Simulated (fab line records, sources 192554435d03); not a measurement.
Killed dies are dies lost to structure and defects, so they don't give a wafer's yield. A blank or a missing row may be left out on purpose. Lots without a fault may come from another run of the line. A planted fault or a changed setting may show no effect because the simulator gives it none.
fab line records | flow n5_finfet
record lots=13 wafers=32 last_day=16
route steps=1938 shown MIM_TOP@1834 MIM_BOT_LITHO@1864 PAD_METAL@1894 PASSIVATION@1930 END@1938
lots that met no fault: from a run of the same line without faults
start_h: hours from the record's first day to the start of the lot's first wafer shown | wait_h: hours since the lot's step before | " the same as in the row above | L1.1+2: a row that stands for several wafers | - no value, or no start given | * or withheld: withheld | < > ~ a bound
route shown NAME@n: a module of which the file shows steps, and the number in the route of the first | usual: mean/standard deviation of fault-free wafers | same: alike in all rows | chamber/n: place in a boat | sites: the reading at each site | _std_site: their standard deviation | _edge_site: outer sites' mean less inner sites' | radius_mm: how far each site lies from the wafer's centre | mask NAME#n: copy n | behind: the tool/chamber that last shaped the wafer | hold: why the lot was held/for how many hours/how that ended | device: the transistor (n, p or np) that didn't switch | end of line: the same wafers' tests at the end of the route | a step without rows: its recipe alone | killed: dies lost to structure and defects at the first sort, not the wafer's yield | map: a wafer's dies, x killed, . not, _ none there
set.NAME: the setting as run; set.NAME@STEP: as run at that earlier step | model.NAME: the simulator's own value behind a step, which no gauge read
steps of the route over a sample of lots; a table a step, a row a wafer
services: from which hour (start_h, from the record's first day; less than 0 if before it) a tool's chamber was out of use, for how many hours, and why
## steps
# step N5_MIM_TOP_ALD_00
# recipe material=Al2O3 target_thk_a=* temp_c=withheld ald_precursor_family=TMA ald_co_reactant=O3 pulse_time_s=withheld purge_time_s=3 co_reactant_purge_time_s=withheld co_reactant_pulse_time_s=3 ald_cycles=withheld
# usual precursor_pulse_height_rel=1.001/0.021
# columns lot.wafer tool chamber start_h wait_h precursor_pulse_height_rel
L970.2 ald_hk-02 1 266.96 0.1 1.032
L970.4 " 2 " " 1.012
L970.6 " 2 " " 1.020
L969.3 ald_hk-03 3 269.64 0.1 0.983
L969.4 " 1 " " 1.004
L972.1 ald_hk-01 2 283.18 0.1 1.023
L972.5 " 3 " " 0.976
L973.2 ald_hk-03 1 289.92 0.1 1.007
L973.3 " 2 " " 0.971
L973.6 " 1 " " 0.978
L974.1 ald_hk-01 1 293.60 0.1 0.966
L974.4 " 3 " " 0.954
L974.5 " 1 " " 0.972
L975.2 ald_hk-02 0 301.62 0.1 1.031
L975.4 " 2 " " 1.004
L977.1 ald_hk-02 2 318.63 0.1 1.003
L977.2 " 0 " " 0.997
L977.4 " 3 " " 0.958
L979.4 ald_hk-01 2 329.14 0.1 0.976
L979.5 " 0 " " 0.992
L980.1 ald_hk-03 3 338.44 0.1 1.011
L980.6 " 0 " " 1.019
L982.2 ald_hk-03 3 346.07 0.1 1.022
L982.6 " 0 " " 1.006
L985.2 ald_hk-03 1 361.73 0.1 0.996
L985.4 " 0 " " 1.031
L985.5 " 1 " " 0.988
L987.2 ald_hk-02 1 365.24 0.1 1.004
L987.3 " 3 " " 1.020
L986.2 ald_hk-02 2 375.53 0.1 0.996
L986.3 " 3 " " 1.018
L986.6 " 0 " " 1.027
# step N5_MIM_BOT_LITHO_INSPECT_12
# recipe mode=adi inspect_instrument=macro
# usual raw_defect_count=2/1.3
# columns lot.wafer tool chamber start_h wait_h raw_defect_count
L970.2 defect_inspect-01 - 269.08 0.0 3
L970.4 " - " " 1
L970.6 " - " " 3
L969.3 defect_inspect-02 - 272.33 0.0 1
L969.4 " - " " 0
L972.1 defect_inspect-02 - 285.44 0.0 5
L972.5 " - " " 2
L973.2 defect_inspect-02 - 294.34 0.0 4
L973.3 " - " " 2
L973.6 " - " " 5
L974.1 defect_inspect-01 - 296.58 0.0 1
L974.4 " - " " 0
L974.5 " - " " 4
L975.2 defect_inspect-02 - 303.97 0.0 2
L975.4 " - " " 4
L977.1 defect_inspect-01 - 321.01 0.0 3
L977.2 " - " " 5
L977.4 " - " " 1
L979.4 defect_inspect-02 - 333.17 0.0 1
L979.5 " - " " 1
L980.1 defect_inspect-01 - 340.42 0.0 1
L980.6 " - " " 3
L982.2 defect_inspect-02 - 348.44 0.0 3
L982.6 " - " " 2
L985.2 defect_inspect-02 - 363.78 0.0 0
L985.4 " - " " 1
L985.5 " - " " 3
L987.2 defect_inspect-01 - 368.60 0.0 1
L987.3 " - " " 1
L986.2 defect_inspect-02 - 379.68 0.0 1
L986.3 " - " " 3
L986.6 " - " " 1
# step N5_PASSIVATION_PRE_CLEAN_19
# recipe gas=H2/He time_s=* temp_c=*
# usual heater_power_w=457/43
# columns lot.wafer tool chamber start_h wait_h heater_power_w
L970.2 pvd_sputter-03 - 273.52 0.0 365
L970.4 " - " " 466
L970.6 " - " " 380
L969.3 pvd_sputter-02 - 277.66 0.0 503
L969.4 " - " " 442
L972.1 pvd_sputter-02 - 288.70 0.0 499
L972.5 " - " " 473
L973.2 pvd_sputter-03 - 297.39 0.0 494
L973.3 " - " " 366
L973.6 " - " " 500
L974.1 pvd_sputter-02 - 299.00 0.0 496
L974.4 " - " " 422
L974.5 " - " " 484
L975.2 pvd_sputter-02 - 308.77 0.0 510
L975.4 " - " " 485
L977.1 pvd_sputter-01 - 325.04 0.0 380
L977.2 " - " " 478
L977.4 " - " " 469
L979.4 pvd_sputter-01 - 335.35 0.0 470
L979.5 " - " " 473
L980.1 pvd_sputter-01 - 345.33 0.0 460
L980.6 " - " " 473
L982.2 pvd_sputter-01 - 353.07 0.0 458
L982.6 " - " " 486
L985.2 pvd_sputter-02 - 367.71 0.0 416
L985.4 " - " " 478
L985.5 " - " " 502
L987.2 pvd_sputter-01 - 372.60 0.0 479
L987.3 " - " " 475
L986.2 pvd_sputter-01 - 384.09 0.0 481
L986.3 " - " " 488
L986.6 " - " " 464
# step N5_PASSIVATION_ETCH_54
# recipe chemistry=CHF3/O2 target=SiO2 target_depth_a=8800 CHF3_flow_sccm=50 O2_flow_sccm=5 Ar_flow_sccm=200 time_s=440 mask_material=PR pressure_mtorr=30 source_w=650 bias_w=170 ion_energy_ev=200
# usual drypump_motor_current_A=5.5/0.5 oes_product_au=0.84/0.066 rf_vpp_V=521/12 showerhead_plenum_p_Torr=2.39/0.053 throttle_valve_pct=18.79/0.16
# columns lot.wafer tool chamber start_h wait_h drypump_motor_current_A oes_product_au rf_hours_counter_h rf_vpp_V showerhead_plenum_p_Torr throttle_valve_pct
L970.2 rie_diel-03 3 276.46 0.1 5.5 0.90 21 534 2.43 18.57
L970.4 " 3 " " 5.5 0.90 - 534 2.43 18.58
L970.6 " 0 " " 6.3 0.89 - 535 2.38 18.93
L969.3 rie_diel-06 0 280.77 0.1 5.3 0.84 71 505 2.45 18.58
L969.4 " 2 " " 4.7 0.88 30 511 2.35 18.71
L972.1 rie_diel-06 0 291.44 0.1 5.2 0.83 75 506 2.45 18.56
L972.5 " 2 " " 4.7 0.88 - 511 2.34 18.72
L973.2 rie_diel-06 2 300.18 0.1 4.7 0.87 37 510 2.34 18.71
L973.3 " 1 " " 5.9 0.93 15 519 2.38 18.90
L973.6 " 0 " " 5.2 0.83 - 505 2.45 18.57
L974.1 rie_diel-03 3 301.86 0.1 5.5 0.87 31 533 2.42 18.59
L974.4 " 0 " " 6.3 0.87 46 534 2.37 18.97
L974.5 " 2 " " 5.8 0.82 - 536 2.44 18.64
L975.2 rie_diel-03 0 311.79 0.1 6.3 0.87 51 534 2.37 18.98
L975.4 " 3 " " 5.5 0.87 32 533 2.42 18.58
L977.1 rie_diel-06 3 328.39 0.1 4.9 0.96 2 516 2.49 18.81
L977.2 " 2 " " 4.7 0.85 51 509 2.34 18.74
L977.4 " 1 " " 5.9 0.90 28 518 2.37 18.93
L979.4 rie_diel-03 3 338.90 0.1 5.5 0.86 44 534 2.42 18.62
L979.5 " 1 " " 5.8 0.83 - 521 2.33 18.72
L980.1 rie_diel-06 2 351.54 0.1 4.7 0.83 58 510 2.34 18.76
L980.6 " 1 " " 5.9 0.88 - 520 2.37 18.94
L982.2 rie_diel-06 0 355.95 0.1 5.3 0.80 103 505 2.44 18.63
L982.6 " 0 " " 5.2 0.81 - 505 2.44 18.61
L985.2 rie_diel-06 1 370.41 0.1 5.9 0.87 42 517 2.36 18.97
L985.4 " 0 " " 5.2 0.81 108 505 2.44 18.63
L985.5 " 0 " " 5.3 0.80 - 505 2.44 18.62
L987.2 rie_diel-05 2 375.30 0.1 4.8 0.68 233 498 2.28 19.00
L987.3 " 0 " " 5.9 0.79 111 516 2.33 18.99
L986.2 rie_diel-06 2 387.10 0.1 4.7 0.82 69 508 2.33 18.77
L986.3 " 1 " " 5.9 0.87 47 518 2.36 18.95
L986.6 " 1 " " 5.9 0.87 - 519 2.36 18.95
# step N5_PASSIVATION_PROBE_49
# usual defect_limited_yield=91.3/1.4 killed_at_M0_to_M3=32/9.5 killed_at_M4_up=14/5.2 killed_at_contacts=13/5.7 killed_at_front_end=41/12 killed_at_other=3.5/2.6 killed_dies=103/17 killed_on_rim=14/4 killed_open=68/14 killed_short=32/7 sort_bin_4_leakage=0.01/0.051 sort_bin_5_function=5.0/0.91 sort_bin_6_memory=3.3/0.7 sort_bin_8_speed=0.03/0.22 sort_n_pass=1076/17 sort_yield_pct=91.2/1.4
# same gross_dies=1180 killed_at_back_side=0
# columns lot.wafer tool chamber start_h wait_h defect_limited_yield[%] killed_at_M0_to_M3 killed_at_M4_up killed_at_contacts killed_at_front_end killed_at_other killed_dies killed_on_rim killed_open killed_short sort_bin_4_leakage[%] sort_bin_5_function[%] sort_bin_6_memory[%] sort_bin_8_speed[%] sort_n_pass sort_yield_pct[%]
L985.2 prober-01 - 373.24 0.1 85.3 30 9 6 51 77 173 25 69 33 0 9.7 3.7 0 1007 85.3
L985.4 prober-01 - 373.34 0.2 85.8 51 12 6 37 62 168 30 71 34 0 8.1 4.4 0 1012 85.8
L985.5 prober-01 - 373.39 0.2 88.4 28 6 17 30 56 137 22 55 27 0 6.4 3.7 0 1043 88.4
L986.2 prober-01 - 389.95 0.1 84.2 32 21 13 38 83 187 27 73 34 0.08 10.3 3.8 0 992 84.1
L986.3 prober-01 - 390.00 0.1 83.6 30 28 17 44 74 193 30 74 35 0 9.7 4.4 0 987 83.6
L986.6 prober-01 - 390.15 0.3 84.4 36 17 9 46 76 184 33 68 40 0 9.9 4.3 0 996 84.4
# killed by level:class
L985.2 PASSIVATION:unspecified=70 FIN_SAQP:geometric_particle:open=20 FIN_SAQP:geometric_particle:short=11 STI_FIN_REVEAL:geometric_particle:open=10 BEOL_M0_SAQP:geometric_particle:open=8 BEOL_M0_SAQP:geometric_particle:short=6 MOL_CONTACT_COAG:geometric_particle:open=5 BEOL_M1:geometric_particle:open=5
L985.4 PASSIVATION:unspecified=60 BEOL_M0_SAQP:geometric_particle:open=13 FIN_SAQP:geometric_particle:open=10 BEOL_M3:geometric_particle:open=8 BEOL_M0_SAQP:geometric_particle:short=7 BEOL_M1:geometric_particle:open=6 BEOL_M2:geometric_particle:open=6 STARTING-WAFER:geometric_particle:short=6
L985.5 PASSIVATION:unspecified=54 MOL_CONTACT_COAG:geometric_particle:open=12 DUMMY_GATE:geometric_particle:open=10 BEOL_M3:geometric_particle:open=10 BEOL_M0_SAQP:geometric_particle:short=7 FIN_SAQP:geometric_particle:short=5 FIN_SAQP:geometric_particle:open=5 MOL_CONTACT_COAG:geometric_particle:short=5
L986.2 PASSIVATION:unspecified=75 FIN_SAQP:geometric_particle:open=16 BEOL_M2:geometric_particle:open=11 BEOL_M4:geometric_particle:open=11 MOL_CONTACT_COAG:geometric_particle:open=8 BEOL_M0_SAQP:geometric_particle:open=8 FIN_SAQP:geometric_particle:short=6 GATE_CUT:geometric_particle:short=6
L986.3 PASSIVATION:unspecified=72 MOL_CONTACT_COAG:geometric_particle:open=13 FIN_SAQP:geometric_particle:open=12 BEOL_M4:geometric_particle:open=11 BEOL_M0_SAQP:geometric_particle:short=8 HKMG_FIN:area_etch=8 STI_FIN_REVEAL:geometric_particle:open=7 BEOL_M0_SAQP:geometric_particle:open=7
L986.6 PASSIVATION:unspecified=72 MOL_CONTACT_COAG:geometric_particle:open=9 BEOL_M2:geometric_particle:open=9 STI_FIN_REVEAL:geometric_particle:open=8 FIN_SAQP:geometric_particle:short=7 FIN_SAQP:geometric_particle:open=7 BEOL_M4:geometric_particle:open=7 BEOL_M3:geometric_particle:open=6
# step N5_PASSIVATION_INSPECT_57
# recipe inspect_instrument=macro mode=outgoing
# usual raw_defect_count=1.9/1.3
# columns lot.wafer tool chamber start_h wait_h raw_defect_count
L970.2 defect_inspect-02 - 279.60 0.0 0
L970.4 " - " " 2
L970.6 " - " " 1
L969.3 defect_inspect-02 - 283.92 0.0 3
L969.4 " - " " 2
L972.1 defect_inspect-01 - 294.58 0.0 4
L972.5 " - " " 3
L973.2 defect_inspect-01 - 303.38 0.0 0
L973.3 " - " " 2
L973.6 " - " " 5
L974.1 defect_inspect-01 - 305.10 0.0 2
L974.4 " - " " 3
L974.5 " - " " 3
L975.2 defect_inspect-02 - 314.98 0.0 2
L975.4 " - " " 2
L977.1 defect_inspect-01 - 331.52 0.0 1
L977.2 " - " " 2
L977.4 " - " " 4
L979.4 defect_inspect-02 - 342.04 0.0 0
L979.5 " - " " 2
L980.1 defect_inspect-01 - 355.87 0.0 1
L980.6 " - " " 1
L982.2 defect_inspect-02 - 359.08 0.0 2
L982.6 " - " " 4
L985.2 defect_inspect-01 - 373.55 0.0 >300
L985.4 " - " " >300
L985.5 " - " " >300
L987.2 defect_inspect-01 - 378.43 0.0 0
L987.3 " - " " 3
L986.2 defect_inspect-02 - 390.25 0.0 >300
L986.3 " - " " >300
L986.6 " - " " 300
## services
# columns tool chamber start_h hours kind
rie_diel-06 3 296.00 - clean
rie_diel-06 3 296.00 - consumable_replace:focus_ring
rie_diel-06 3 296.00 26.2 scheduled_down
rie_diel-06 3 296.00 26.2 vent_cycle
pvd_sputter-02 - 303.66 4.3 repair
rie_diel-05 3 321.96 - clean
rie_diel-05 3 321.96 - consumable_replace:focus_ring
rie_diel-05 3 321.96 15.7 scheduled_down
rie_diel-05 3 321.96 15.7 vent_cycle
ald_hk-02 - 326.21 1.2 repair
pvd_sputter-03 - 332.51 3.0 repair
pvd_sputter-02 - 342.91 6.3 repair
ald_hk-01 - 354.59 14.6 pm
pvd_sputter-03 - 385.71 1.1 repair
## key
first_sign step=N5_PASSIVATION_PROBE_49 reading=killed_at_other direction=up sigmas=26 usual=3.5 struck=71.3
effect step=N5_PASSIVATION_PROBE_49 reading=defect_limited_yield direction=down sigmas=4.2 usual=91.3 struck=85.3
effect step=N5_PASSIVATION_INSPECT_57 reading=raw_defect_count direction=up sigmas=99+ usual=1.9 struck=>300
more_kills_born_at N5_PASSIVATION_ETCH_54@rie_diel-06=403
met_at N5_PASSIVATION_ETCH_54
struck_lots L985,L986
not_acting_at N5_MIM_TOP_ALD_00,N5_MIM_BOT_LITHO_INSPECT_12,N5_PASSIVATION_PRE_CLEAN_19
onset_between 355.95 370.41
fault kind=chamber_particle_source tool=rie_diel-06 chamber=- onset_h=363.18 steps=N5_PASSIVATION_ETCH_54 rate_per_visit_cm2=0.49766 end_h=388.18
